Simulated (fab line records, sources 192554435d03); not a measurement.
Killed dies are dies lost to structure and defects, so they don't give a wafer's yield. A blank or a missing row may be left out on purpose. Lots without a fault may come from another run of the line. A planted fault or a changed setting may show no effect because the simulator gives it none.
Chamber matching | flow n5_finfet | N5_BEOL_M6_CURE_74 on uv_cure-03: 3 sister chambers
The step cures SiCOH lowk, time 240 s. 22 wafers are shown with their chamber, then 11 later ones without.

WAFERS WITH THEIR CHAMBER
wafer  | chamber | wafer_temp_C_max | lamp_power_pct (%)
L074.1 | 0       | 387.0            | 52.33
L074.2 | 0       | 386.4            | 52.26
L074.6 | 0       | 386.4            | 52.28
L078.1 | 0       | 386.9            | 52.25
L078.2 | 0       | 386.6            | 52.38
L078.4 | 0       | 386.2            | 52.28
L078.3 | 0       | 386.2            | 52.43
L078.5 | 0       | 386.5            | 52.28
L078.6 | 0       | 386.2            | 52.34
L077.2 | 1       | 387.2            | 52.29
L077.5 | 1       | 387.1            | 52.34
L077.6 | 1       | 386.7            | 52.33
L079.2 | 0       | 386.6            | 52.27
L079.4 | 0       | 387.3            | 52.32
L079.5 | 0       | 386.2            | 52.40
L080.3 | 0       | 386.6            | 52.38
L080.5 | 0       | 387.4            | 52.27
L080.6 | 0       | 386.8            | 52.32
L085.1 | 2       | 386.5            | 52.29
L085.5 | 2       | 387.2            | 52.28
L085.6 | 2       | 387.8            | 52.36
L086.1 | 1       | 387.8            | 52.28

SIGNATURES (means of the wafers above)
reading          | chamber 0 | chamber 1 | chamber 2 | scatter within a chamber
wafer_temp_C_max | 386.620   | 387.200   | 387.167   | 0.436
lamp_power_pct   | 52.3193   | 52.3100   | 52.3100   | 0.0518
Rule: a wafer's distance from a chamber is the root of the sum, over the readings, of the square of ((its reading less the chamber's mean) divided by the reading's scatter). The wafer belongs to the nearest chamber; if the next one is less than 2 further off, it can't be placed. The scatter: the root of (the sum of the squares of (reading less its chamber's mean) over the shown wafers, divided by (wafers less chambers)).

WAFERS WITHOUT THEIR CHAMBER
wafer  | wafer_temp_C_max | lamp_power_pct (%)
L086.2 | 388.3            | 52.37
L086.3 | 386.8            | 52.35
L086.4 | 387.1            | 52.27
L086.5 | 387.0            | 52.32
L086.6 | 387.9            | 52.23
L092.2 | 386.9            | 52.47
L092.3 | 387.6            | 52.28
L092.5 | 386.6            | 52.33
L093.1 | 387.6            | 52.23
L093.3 | 387.2            | 52.43
L093.6 | 386.9            | 52.32

WHICH CHAMBER EACH WENT THROUGH
wafer  | from the rows above          | in truth
L086.2 | can't be placed: 1 or 2 or 0 | 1
L086.3 | can't be placed: 0 or 2 or 1 | 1
L086.4 | can't be placed: 2 or 1 or 0 | 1
L086.5 | can't be placed: 2 or 1 or 0 | 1
L086.6 | can't be placed: 1 or 2 or 0 | 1
L092.2 | can't be placed: 0 or 2 or 1 | 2
L092.3 | can't be placed: 1 or 2 or 0 | 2
L092.5 | can't be placed: 0 or 2 or 1 | 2
L093.1 | can't be placed: 1 or 2 or 0 | 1
L093.3 | can't be placed: 1 or 2 or 0 | 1
L093.6 | can't be placed: 2 or 0 or 1 | 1
Placed correctly: 0 of 11. Can't be placed from these rows: 11 (the true chamber is among the candidates in 11). Placed wrongly: 0.
